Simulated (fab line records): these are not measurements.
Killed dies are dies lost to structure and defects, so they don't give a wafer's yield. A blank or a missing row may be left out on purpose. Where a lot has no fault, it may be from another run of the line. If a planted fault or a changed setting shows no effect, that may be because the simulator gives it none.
fab line records	flow nand-harc
record: lots: 5	wafers: 15	last-day: 31
route steps=1302 shown A_STAIRCASE@822 END@1302
lots that met no fault: from a run of the same line without faults
start-h: hours from the record's first day to the start of the lot's first wafer shown	wait-h: hours elapsed since this lot's preceding step	" identical to the entry in the row above	L1.1+2: a row that stands for several wafers	- no value present, or no start provided	* or withheld: withheld	< > ~ a bound
route shown NAME@n: NAME is a module with steps in the file, n the number in the route of the first one	usual: mean/standard deviation taken from wafers without a fault	same: alike in all rows	chamber/n: place in a boat	sites: readings site by site	_std_site: their standard deviation	_edge_site: outer sites' mean less inner sites'	radius-mm: how far each site lies from the wafer's centre	mask NAME#n: copy n	behind: tool/chamber where the wafer was last shaped	hold: the reason the lot was held/the length of the hold in hours/how it ended	device: names the non-switching transistor (n, p or np)	end of line: tests run on the same wafers once the route is complete	for a step that has no rows: nothing shown but its recipe	killed: not the wafer's yield, but the dies lost to structure and defects at the first sort	map: a wafer's dies, x killed, . not, _ none there
set.NAME: the setting as run; set.NAME@STEP: as run at that earlier step	model.NAME: the simulator's own value behind a step, which no gauge read
lots seen at some steps along the route; tables by step, rows by wafer
services: a tool's chamber out of use, with start hour (start-h, from the record's first day; less than 0 if before it), hours out, and reason
== steps ==
step: NHARC_A_STAIRCASE_COAT_304
recipe: spin-rpm: 1200
step: NHARC_A_STAIRCASE_SOFTBAKE_305
recipe: temp-c: 135	time-s: 170
step: NHARC_A_STAIRCASE_EBR_306
step: NHARC_A_STAIRCASE_EXPOSE_307
recipe: na: 0.5	dose-mj: 45.72	mask-id: CHOP_50
step: NHARC_A_STAIRCASE_PEB_308
recipe: peb-temp-c: 115	peb-time-s: 130
step: NHARC_A_STAIRCASE_DEVELOP_309
recipe: time-s: 140
step: NHARC_A_STAIRCASE_HARDBAKE_311
recipe: temp-c: 120	time-s: 140
step: NHARC_A_STAIRCASE_DESCUM_312
recipe: time-s: 3	o2-flow-sccm: 200	ar-flow-sccm: 0	bias-power-w: 0	chemistry: O2
step: NHARC_A_STAIRCASE_ETCH_313
recipe: cf4-flow-sccm: 100	chf3-flow-sccm: 30	ar-flow-sccm: 0	rf-w: 500	bias-w: 200	chemistry: CF4/CHF3
step: NHARC_A_STAIRCASE_HM_OPEN_463
recipe: o2-flow-sccm: 400	cos-flow-sccm: 20	ar-flow-sccm: 0	rf-w: 500	bias-w: 300	chemistry: O2/COS
usual: drypump-motor-current-A: 5.6/0.43	oes-product-au: 0.996/0.01	rf-vpp-V: 467.6/2.3	showerhead-plenum-p-Torr: 3.14/0.1	throttle-valve-pct: 28.330/0.0085
lot.wafer	tool	chamber	start-h	wait-h	drypump-motor-current-A	oes-product-au	rf-hours-counter-h	rf-vpp-V	showerhead-plenum-p-Torr	throttle-valve-pct
L605.3	rie-diel-06	2	-	-	6.6	0.980	35	467.3	3.05	28.335
L605.2	"	3	"	"	5.9	0.993	37	466.1	3.09	28.332
L605.4	"	1	"	"	5.7	1.008	35	467.4	3.09	28.326
L606.3	rie-diel-08	3	-	-	5.5	0.985	14	463.3	2.94	28.347
L606.1	"	1	"	"	5.8	1.022	12	467.7	3.17	28.337
L606.2	"	2	"	"	5.4	0.996	7	467.1	3.10	28.340
L610.2	rie-diel-07	3	-	-	5.3	0.985	37	467.9	3.07	28.320
L610.1	"	0	"	"	6.2	0.992	34	471.0	3.30	28.324
L610.5	"	2	"	"	5.2	0.994	-	469.6	3.23	28.332
L613.4	rie-diel-07	0	-	-	6.2	0.981	41	471.8	3.29	28.323
L613.2	"	1	"	"	5.0	0.989	43	468.7	3.19	28.330
L613.5	"	2	"	"	5.2	0.986	-	470.6	3.22	28.348
L623.4	rie-diel-08	2	-	-	5.4	0.988	3	466.7	3.07	28.330
L623.2	"	3	"	"	5.6	1.007	3	462.8	2.92	28.337
L623.5	"	1	"	"	5.7	1.013	-	467.1	3.15	28.328
step: NHARC_A_STAIRCASE_STRIP_464
recipe: o2-flow-sccm: 400	cos-flow-sccm: 20	ar-flow-sccm: 0	bias-w: 0	chemistry: O2/COS
step: NHARC_A_STAIRCASE_ETCH_453
recipe: target-depth-a: 300	overetch-a: 30	time-s: 16.5	ion-energy-ev: 100	cf4-flow-sccm: 80	o2-flow-sccm: 20	ar-flow-sccm: 0	rf-w: 300	bias-w: 100	chemistry: CF4/O2
usual: drypump-motor-current-A: 5.5/0.43	oes-product-au: 0.995/0.011	rf-vpp-V: 198.0/1.3	showerhead-plenum-p-Torr: 1.34/0.044	throttle-valve-pct: 13.397/0.0096
lot.wafer	tool	chamber	start-h	wait-h	drypump-motor-current-A	oes-product-au	rf-hours-counter-h	rf-vpp-V	showerhead-plenum-p-Torr	throttle-valve-pct
L605.3	rie-diel-06	2	407.39	-	6.6	0.991	35	197.0	1.30	13.408
L605.4	"	3	"	"	5.9	0.992	37	199.0	1.32	13.404
L605.2	"	1	"	"	5.7	1.009	35	198.6	1.32	13.395
L606.2	rie-diel-08	3	409.19	-	5.5	0.972	14	195.9	1.26	13.402
L606.3	"	0	"	"	5.2	1.004	5	197.8	1.34	13.400
L606.1	"	2	"	"	5.4	1.005	7	198.0	1.32	13.389
L610.1	rie-diel-07	3	433.64	-	5.3	0.983	37	197.1	1.31	13.396
L610.2	"	0	"	"	6.1	0.992	34	198.8	1.41	13.384
L610.5	"	3	"	"	5.2	0.972	-	198.7	1.31	13.392
L613.2	rie-diel-07	2	459.68	-	5.2	0.991	48	197.9	1.38	13.383
L613.4	"	0	"	"	6.2	0.972	42	198.5	1.41	13.415
L613.5	"	2	"	"	5.2	0.984	-	197.3	1.38	13.400
L623.2	rie-diel-08	2	570.13	-	5.4	0.989	4	194.8	1.31	13.391
L623.4	"	1	"	"	5.7	1.008	3	200.1	1.35	13.405
L623.5	"	2	"	"	5.4	0.982	-	198.1	1.31	13.398
step: NHARC_A_STAIRCASE_ETCH_315
recipe: target-depth-a: 25000	time-s: 607.1	ion-energy-ev: 800	c4f8-flow-sccm: 80	o2-flow-sccm: 60	ar-flow-sccm: withheld	rf-w: 600	bias-w: 3000	chemistry: C4F8/O2/Ar
usual: oes-product-au: 0.927/0.011	rf-vpp-V: 1829/7.8
lot.wafer	tool	chamber	start-h	wait-h	oes-product-au	rf-hours-counter-h	rf-vpp-V
L605.2	rie-diel-06	1	-	-	0.955	35	1826
L605.3	"	2	"	"	0.922	35	1821
L605.4	"	0	"	"	0.932	36	1842
L606.3	rie-diel-08	0	-	-	0.923	6	1826
L606.1	"	2	"	"	0.931	7	1824
L606.2	"	3	"	"	0.913	14	1812
L610.2	rie-diel-07	2	-	-	0.926	40	1834
L610.1	"	3	"	"	0.918	37	1824
L610.5	"	1	"	"	0.928	-	1832
L613.4	rie-diel-07	3	-	-	0.923	44	1824
L613.2	"	0	"	"	0.920	42	1841
L613.5	"	2	"	"	0.919	-	1834
L623.2	rie-diel-08	3	-	-	0.944	4	1810
L623.4	"	0	"	"	0.966	3	1825
L623.5	"	1	"	"	0.943	-	1831
step: NHARC_A_STAIRCASE_STRIP_316
recipe: o2-flow-sccm: 500	ar-flow-sccm: 0	bias-w: 0	chemistry: O2
usual: drypump-motor-current-A: 5.5/0.42	oes-product-au: 0.996/0.01	rf-vpp-V: 57.8/0.87	showerhead-plenum-p-Torr: 3.55/0.11	throttle-valve-pct: 17.036/0.0098
lot.wafer	tool	chamber	start-h	wait-h	drypump-motor-current-A	oes-product-au	rf-hours-counter-h	rf-vpp-V	showerhead-plenum-p-Torr	throttle-valve-pct
L605.3	rie-diel-06	2	-	-	6.7	0.987	35	56.6	3.44	17.031
L605.2	"	3	"	"	5.9	1.002	37	57.6	3.49	17.041
L605.4	"	0	"	"	5.5	0.983	36	57.5	3.72	17.054
L606.2	rie-diel-08	2	-	-	5.4	1.001	7	57.8	3.50	17.039
L606.3	"	0	"	"	5.2	1.002	6	55.7	3.53	17.031
L606.1	"	1	"	"	5.8	1.014	13	57.0	3.58	17.036
L610.2	rie-diel-07	0	-	-	6.2	0.989	34	58.2	3.72	17.046
L610.1	"	3	"	"	5.2	0.974	37	56.6	3.47	17.026
L610.5	"	1	"	"	5.1	0.995	-	58.9	3.61	17.050
L613.4	rie-diel-07	2	-	-	5.2	1.000	48	58.1	3.64	17.041
L613.2	"	3	"	"	5.3	0.995	45	55.7	3.47	17.044
L613.5	"	0	"	"	6.1	0.989	-	57.9	3.72	17.037
L623.4	rie-diel-08	2	-	-	5.4	0.995	4	57.7	3.47	17.047
L623.2	"	3	"	"	5.6	0.996	4	57.9	3.30	17.058
L623.5	"	0	"	"	5.2	1.023	-	57.1	3.50	17.025
step: NHARC_A_STAIRCASE_STRIP_317
recipe: time-s: 900	temp-c: 130	chemistry: SPM
step: NHARC_A_STAIRCASE_PRECLEAN_318
recipe: time-s: *	temp-c: 50	bath-age-min: 0	chemistry: SC1
step: NHARC_A_STAIRCASE_SRD_329
step: NHARC_A_STAIRCASE_ALD_415
recipe: target-thk-a: 300	pulse-time-s: 6	ald-cycles: 300	temp-c: 300	material: SiO2
usual: heater-power-w: 462/26	precursor-pulse-height-rel: 1.000/0.019
lot.wafer	tool	chamber	start-h	wait-h	heater-power-w	precursor-pulse-height-rel
L605.3	ald-hk-04	2	408.99	0.3	403	1.005
L605.2	"	0	"	"	478	1.026
L605.4	"	1	"	"	439	0.996
L606.2	ald-hk-03	1	410.82	0.4	469	0.999
L606.1	"	2	"	"	479	1.004
L606.3	"	3	"	"	452	1.036
L610.2	ald-hk-03	2	434.97	0.1	476	0.998
L610.1	"	0	"	"	416	1.054
L610.5	"	3	"	"	458	0.982
L613.2	ald-hk-03	1	461.03	0.1	488	1.029
L613.4	"	0	"	"	430	1.009
L613.5	"	1	"	"	482	0.993
L623.4	ald-hk-04	3	571.71	0.3	490	1.007
L623.2	"	0	"	"	489	0.987
L623.5	"	3	"	"	491	1.023
step: NHARC_A_STAIRCASE_ETCHBACK_416
recipe: target-depth-a: 360	time-s: 7.2	c4f8-flow-sccm: withheld	o2-flow-sccm: 8	ar-flow-sccm: withheld	rf-w: 600	bias-w: 800	chemistry: C4F8/O2/Ar
usual: oes-product-au: 0.928/0.024	rf-vpp-V: 723/3.4
lot.wafer	tool	chamber	start-h	wait-h	oes-product-au	rf-hours-counter-h	rf-vpp-V
L605.4	rie-diel-06	2	-	-	0.912	35	721
L605.3	"	3	"	"	0.919	38	721
L605.2	"	0	"	"	0.919	36	729
L606.1	rie-diel-07	3	-	-	0.916	34	720
L606.3	"	0	"	"	0.920	31	729
L606.2	"	2	"	"	0.923	36	727
L610.2	rie-diel-06	3	-	-	0.920	44	722
L610.1	"	2	"	"	0.904	42	721
L610.5	"	3	"	"	0.920	-	722
L613.2	rie-diel-07	3	-	-	0.905	46	722
L613.4	"	0	"	"	0.899	43	728
L613.5	"	2	"	"	0.916	-	726
L623.2	rie-diel-07	0	-	-	0.924	29	729
L623.4	"	1	"	"	0.916	31	725
L623.5	"	3	"	"	0.921	-	720
step: NHARC_A_STAIRCASE_STRIP_476
recipe: time-s: 20	o2-flow-sccm: 500	ar-flow-sccm: 0	bias-w: 0	chemistry: O2
step: NHARC_A_STAIRCASE_DEP_417
recipe: target-thk-a: 600	step-coverage-pct: 20	temp-c: 400	target-thk-nm: 60	flow-sccm: 200	rf-w: 450	material: Si3N4
step: NHARC_A_STAIRCASE_WET_418
recipe: temp-c: 160	target-depth-a: 200	chemistry: H3PO4
step: NHARC_A_STAIRCASE_PRECLEAN_419
recipe: time-s: *	temp-c: 50	bath-age-min: 0	chemistry: SC1
step: NHARC_A_STAIRCASE_SRD_421
step: NHARC_A_STAIRCASE_ALD_420
recipe: target-thk-a: 200	pulse-time-s: 6	ald-cycles: 200	temp-c: 300	material: SiO2
step: NHARC_A_STAIRCASE_CVD_552
recipe: target-thk-a: 400	temp-c: 700	pressure-mtorr: 300	material: SiNx
step: NHARC_A_STAIRCASE_DEP_151
recipe: target-thk-a: 72000	temp-c: 400	target-thk-nm: 7200	teos-flow-sccm: 200	rf-w: 500	material: SiO2
step: NHARC_A_STAIRCASE_ANNEAL_320
recipe: temp-c: 750	time-s: 1800
step: NHARC_A_STAIRCASE_DEP_322
recipe: target-thk-a: 72000	temp-c: 400	target-thk-nm: 7200	teos-flow-sccm: 200	rf-w: 500	material: SiO2
step: NHARC_A_STAIRCASE_ANNEAL_323
recipe: temp-c: 750	time-s: 1800
step: NHARC_A_STAIRCASE_DEP_325
recipe: target-thk-a: 72000	temp-c: 400	target-thk-nm: 7200	teos-flow-sccm: 200	rf-w: 500	material: SiO2
step: NHARC_A_STAIRCASE_ANNEAL_326
recipe: temp-c: 750	time-s: 1800
step: NHARC_A_STAIRCASE_DEHYDRATE_433
recipe: temp-c: 150	time-s: 120
step: NHARC_A_STAIRCASE_HMDS_434
recipe: time-s: 30
step: NHARC_A_STAIRCASE_COAT_435
recipe: spin-rpm: 1200
step: NHARC_A_STAIRCASE_SOFTBAKE_436
recipe: temp-c: 135	time-s: 170
step: NHARC_A_STAIRCASE_EBR_437
step: NHARC_END_SORT_01
recipe: temp-c: 25
usual: killed-at-array: 58/20	killed-at-other: 1.0/1.2	killed-at-periphery: 4.1/3	killed-dies: 63/20	killed-open: 3.2/1.7	killed-short: 2.5/1.5
same: gross-dies: 677
lot.wafer	tool	chamber	start-h	wait-h	killed-at-array	killed-at-other	killed-at-periphery	killed-dies	killed-open	killed-short
L606.1	prober-01	0	579.64	2.5	57	0	3	60	2	1
L606.2	prober-01	0	580.44	2.8	70	0	3	73	3	2
L606.3	prober-01	0	581.24	3.1	73	0	1	74	1	2
L613.2	prober-01	0	633.35	2.8	141	0	1	142	7	3
L613.4	prober-01	0	634.96	3.4	173	0	7	180	4	4
L613.5	prober-01	0	635.77	3.7	138	0	2	140	3	3
killed by level:class
L606.1 A_SLIT:chamber-film-flake=28 A_CHANNEL_HOLE_D2:chamber-film-flake=18 A_STAIRCASE:chamber-film-flake=4 A_CONTACT:chamber-film-flake=4 A_CHANNEL_HOLE_D1:chamber-film-flake=2 P_M0:geometric-particle:open=1 P_M1:geometric-particle:short=1 A_M0:geometric-particle:open=1
L606.2 A_CHANNEL_HOLE_D2:chamber-film-flake=35 A_SLIT:chamber-film-flake=24 A_STAIRCASE:chamber-film-flake=4 P_GATE:chamber-film-flake=2 A_CHANNEL_FILL_D1:chamber-film-flake=2 P_CONTACT:geometric-particle:short=1 A_DECK1_JOINT:geometric-particle:short=1 A_DECK1_JOINT:geometric-particle:open=1
L606.3 A_SLIT:chamber-film-flake=29 A_CHANNEL_HOLE_D2:chamber-film-flake=22 A_STAIRCASE:chamber-film-flake=11 A_CONTACT:chamber-film-flake=4 A_CHANNEL_FILL_D1:chamber-film-flake=2 A_CHANNEL_HOLE_D1:geometric-particle:short=1 A_CHANNEL_FILL_D2:geometric-particle:short=1 A_M1:geometric-particle:open=1
L613.2 A_STAIRCASE:unspecified=68 A_SLIT:chamber-film-flake=29 A_CHANNEL_HOLE_D2:chamber-film-flake=19 A_CHANNEL_HOLE_D1:chamber-film-flake=5 A_CHANNEL_FILL_D2:chamber-film-flake=3 A_WL_FILL:chamber-film-flake=3 A_BONDPAD:chamber-film-flake=3 A_M0:geometric-particle:open=2
L613.4 A_STAIRCASE:unspecified=104 A_SLIT:chamber-film-flake=27 A_CHANNEL_HOLE_D2:chamber-film-flake=24 P_BONDPAD:chamber-film-flake=4 A_CHANNEL_HOLE_D1:chamber-film-flake=4 A_CHANNEL_FILL_D2:chamber-film-flake=3 A_BONDPAD:chamber-film-flake=2 P_M1:geometric-particle:open=1
L613.5 A_STAIRCASE:unspecified=68 A_SLIT:chamber-film-flake=29 A_CHANNEL_HOLE_D2:chamber-film-flake=24 A_CHANNEL_HOLE_D1:chamber-film-flake=6 A_ONON_D1:geometric-particle:short=1 A_CHANNEL_FILL_D1:geometric-particle:open=1 A_CHANNEL_FILL_D2:geometric-particle:open=1 A_CHANNEL_FILL_D2:geometric-particle:short=1
map L613.4 (x killed, . not)
____________.____________
_________x......_________
_______..........._______
______.............______
_____..............._____
____.................____
____.....x...........____
___.....xx.x....x.....___
___...xxxxxx........x.___
__....xxxxxx.x.........__
__....xxxxxxxx...x.....__
_....xxxxxxxx........x.._
_.....xxxxxxxx........x._
_...xxxxxxxxxx........x._
_....xxxxxxxxxx.....x..._
_.....xxxxxxxx.......x.x_
.....xxxxxxxxx....x......
.....xxxxxxxxxx..........
....x.xxxxxxx....x.......
......x.xxxxx...xx..x....
..........xx...xx.xxx....
_.x..............xxx...._
_.............xxxxx..x.._
_..............xxx..x..._
_..............x.x......_
_..............x.x.x.x.._
__..x............xxx.x.__
__x..xx..........xx....__
___x.x............x...___
___.xxxxx.............___
____xxx...........x..____
____xxxxx........x...____
_____xx............._____
______xx.....x.....______
_______.x...x....._______
_________.x....._________
____________.____________
map L610.1 (x killed, . not)
____________.____________
_________......._________
_______........x.._______
______.........x...______
_____..............._____
____.........x.x.....____
____.................____
___...................___
___...................___
__.....................__
__.....................__
_......................._
_................xx....._
_x..................x..._
_......................._
_x.....x................_
xx.x.....................
xxxx...................x.
xxxx............x..x.....
xxxx............x........
xxxxx.x.........x.xx.....
_xx.x..........xxxxx...._
_xxxx...........xxxxx.x._
_.x..............xxxx..._
_...x.........xx.xxx...._
_.................x.xx.._
__..............x.xx...__
__.....................__
___.xxxx..............___
___.x.xx......x.......___
____xxx..x...........____
____xxxxxx.x.........____
_____xxxxx.........._____
______xx.........x.______
_______x.........._______
_________......._________
____________.____________
== services ==
tool	chamber	start-h	hours	kind
ald-hk-03	-	392.17	10.0	pm
rie-diel-08	2	393.50	11.2	repair
rie-diel-08	0	393.82	3.0	repair
rie-diel-07	0	401.36	-	clean
rie-diel-07	1	401.36	-	clean
rie-diel-07	2	401.36	-	clean
rie-diel-07	3	401.36	-	clean
rie-diel-08	1	416.73	3.3	repair
rie-diel-07	0	425.86	-	clean
rie-diel-07	1	425.86	-	clean
rie-diel-07	2	425.86	-	clean
rie-diel-07	3	425.86	-	clean
ald-hk-04	-	436.33	10.0	pm
rie-diel-07	1	442.29	7.0	repair
rie-diel-07	0	450.61	-	clean
rie-diel-07	1	450.61	-	clean
rie-diel-07	-	471.29	9.0	pm
rie-diel-06	-	484.74	9.0	pm
rie-diel-08	1	507.94	34.1	repair
rie-diel-08	-	510.07	0.4	repair
rie-diel-08	-	548.92	9.0	pm
rie-diel-06	-	552.38	2.1	repair
ald-hk-03	-	572.88	10.0	pm
rie-diel-06	3	573.18	5.0	repair
== key ==
first-sign: step: NHARC_END_SORT_01	reading: killed-at-array	direction: up	sigmas: 4.6	usual: 58	struck: 151
effect: step: NHARC_END_SORT_01	reading: killed-dies	direction: up	sigmas: 4.6	usual: 63	struck: 154
more-kills-born-at: NHARC_A_STAIRCASE_ETCH_453@rie-diel-07: 240
met-at NHARC_A_STAIRCASE_ETCH_453
struck-wafers L613.2,L613.4,L613.5
tester-left-out L613
onset-between 433.64 459.68
also-fits NHARC_A_STAIRCASE_HM_OPEN_463:rie-diel-07,NHARC_A_STAIRCASE_ETCH_315:rie-diel-07,NHARC_A_STAIRCASE_STRIP_316:rie-diel-07,NHARC_A_STAIRCASE_ALD_415:ald-hk-03
fault: kind: chamber-particle-source	tool: rie-diel-07	chamber: -	onset-h: 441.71	steps: NHARC_A_STAIRCASE_ETCH_453	rate-per-visit-cm2: 2.0835	end-h: 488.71
tester-left-out: of these lots the tester's yield and bins aren't shown, on N5 and GAA mostly nor the transistor test; their killed dies are dies lost to structure and defects alone, not to doping, threshold or leakage, so they don't give the yield
